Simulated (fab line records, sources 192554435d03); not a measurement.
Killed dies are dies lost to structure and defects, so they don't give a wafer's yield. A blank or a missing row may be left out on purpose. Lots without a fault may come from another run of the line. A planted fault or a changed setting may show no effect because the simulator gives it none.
Split-lot experiment | flow n5_finfet | 7 lots, 21 wafers read, on a route of 1938 steps

THE SPLIT
At N5_MOL_CONTACT_COAG_COAT_76 (time 60 s, resist thk 10 nm), the setting spin_rpm was moved away from the recipe's 1500 rpm on 8 of the 21 wafers read, by -8.4% to +11.0%. The other wafers ran this setting at the recipe's value.

FROM THE SPLIT TO THE READING: what the file shows between them, 7 steps
- N5_MOL_CONTACT_COAG_COAT_77: time 60 s, resist thk 10 nm
- N5_MOL_CONTACT_COAG_COAT_78: resist thk 40 nm
- N5_MOL_CONTACT_COAG_DESCUM_88: chemistry O2, time 7 s
- N5_MOL_CONTACT_COAG_ETCH_89: etches underlayer in N2/H2, target depth 13 nm, time 10.4 s
- N5_MOL_CONTACT_COAG_ETCH_90: etches SiARC in CF4, target depth 13 nm, time 21.7 s
- N5_MOL_CONTACT_COAG_ALD_131: deposits SiO2, target thk 5 nm, pulse time 1 s, co reactant pulse time 1 s
- N5_MOL_CONTACT_COAG_ETCHBACK_132: etches SiO2 in CHF3, target depth 10 nm, time 6.7 s

THE READING
SiARC_of_MOL_CONTACT_COAG_COAT_76.thk_nm (the simulator's own value, which no gauge read), in nm, at N5_MOL_CONTACT_COAG_ETCH_91 (etches SOC in N2/H2, target depth 60 nm, overetch 21 nm, time 101.2 s). The file gives no usual value for it. The 13 wafers here that ran the recipe average 5.8 nm, standard deviation 0.13 nm.

wafer  | tool, chamber at the split | spin_rpm as run, rpm | against the recipe | SiARC_of_MOL_CONTACT_COAG_COAT_76.thk_nm, nm | against lot-mates on the recipe
L081.1 | litho_track-04, 0          | 1500                 | recipe             | 5.8                                          | -
L081.4 | litho_track-04, 0          | 1665                 | +11.0%             | 5                                            | -0.8
L081.5 | litho_track-04, 0          | 1665                 | +11.0%             | 5.2                                          | -0.6
L083.1 | litho_track-03, 0          | 1500                 | recipe             | 5.6                                          | -
L083.4 | litho_track-03, 0          | 1500                 | recipe             | 5.6                                          | -
L083.5 | litho_track-03, 0          | 1500                 | recipe             | 5.8                                          | -
L084.1 | litho_track-04, 0          | 1500                 | recipe             | 5.6                                          | -
L084.6 | litho_track-04, 0          | 1500                 | recipe             | 5.6                                          | -
L084.3 | litho_track-04, 0          | 1500                 | recipe             | 5.8                                          | -
L085.4 | litho_track-03, 0          | 1445                 | -3.7%              | 6.4                                          | +0.6
L085.5 | litho_track-03, 0          | 1445                 | -3.7%              | 6.4                                          | +0.6
L085.6 | litho_track-03, 0          | 1500                 | recipe             | 5.8                                          | -
L086.2 | litho_track-01, 0          | 1500                 | recipe             | 5.8                                          | -
L086.4 | litho_track-01, 0          | 1500                 | recipe             | 5.8                                          | -
L086.6 | litho_track-01, 0          | 1567                 | +4.5%              | 5.6                                          | -0.2
L088.3 | litho_track-03, 0          | 1500                 | recipe             | 6                                            | -
L088.5 | litho_track-03, 0          | 1500                 | recipe             | 6                                            | -
L088.4 | litho_track-03, 0          | 1639                 | +9.3%              | 5.4                                          | -0.6
L095.3 | litho_track-01, 0          | 1374                 | -8.4%              | 6.2                                          | +0.4
L095.4 | litho_track-01, 0          | 1374                 | -8.4%              | 6.2                                          | +0.4
L095.6 | litho_track-01, 0          | 1500                 | recipe             | 5.8                                          | -

THE FIT
A straight line over all 21 wafers: SiARC_of_MOL_CONTACT_COAG_COAT_76.thk_nm changes by -0.0607 nm for each +1% of spin_rpm; r = -0.87; the points scatter about the line by 0.18 nm.
The same after taking each lot's own level away (the mean of its wafers on the recipe; 21 wafers): -0.0645 nm for each +1%; r = -0.92; scatter 0.14 nm.
On that fit, the largest move of spin_rpm shifts the reading by 0.71 nm.
The lots' own levels span 5.67 to 6.00 nm, that is 2.5 times the standard deviation above.
So the lot-to-lot level changes the slope little: the two slopes agree.
Check: with one of the wafers moved furthest among these (+11.0%) left out of the fit, the line predicts -0.642 nm for it against its lot-mates. It came out at -0.8 nm against them.

THE WHOLE CHAIN: every reading that the file lists as answering this split, in the file's order
step                        | what it does                                                          | reading                                                                                   | change (the file's fit)                | r (the file's)
N5_MOL_CONTACT_COAG_COAT_76 | time 60 s, resist thk 10 nm                                           | SiARC_of_MOL_CONTACT_COAG_COAT_76.thk_nm (the simulator's own value, which no gauge read) | -0.0492 nm for each +1% of the setting | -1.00
N5_MOL_CONTACT_COAG_ETCH_90 | etches SiARC in CF4, target depth 13 nm, time 21.7 s                  | etch.depth_nm (the simulator's own value, which no gauge read)                            | -0.0497 nm for each +1% of the setting | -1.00
N5_MOL_CONTACT_COAG_ETCH_91 | etches SOC in N2/H2, target depth 60 nm, overetch 21 nm, time 101.2 s | SiARC_of_MOL_CONTACT_COAG_COAT_76.thk_nm (the simulator's own value, which no gauge read) | -0.0634 nm for each +1% of the setting | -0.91

THE FILE'S OWN FIT
SiARC_of_MOL_CONTACT_COAG_COAT_76.thk_nm changes by -0.0634 nm for each +1% of spin_rpm, r = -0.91.
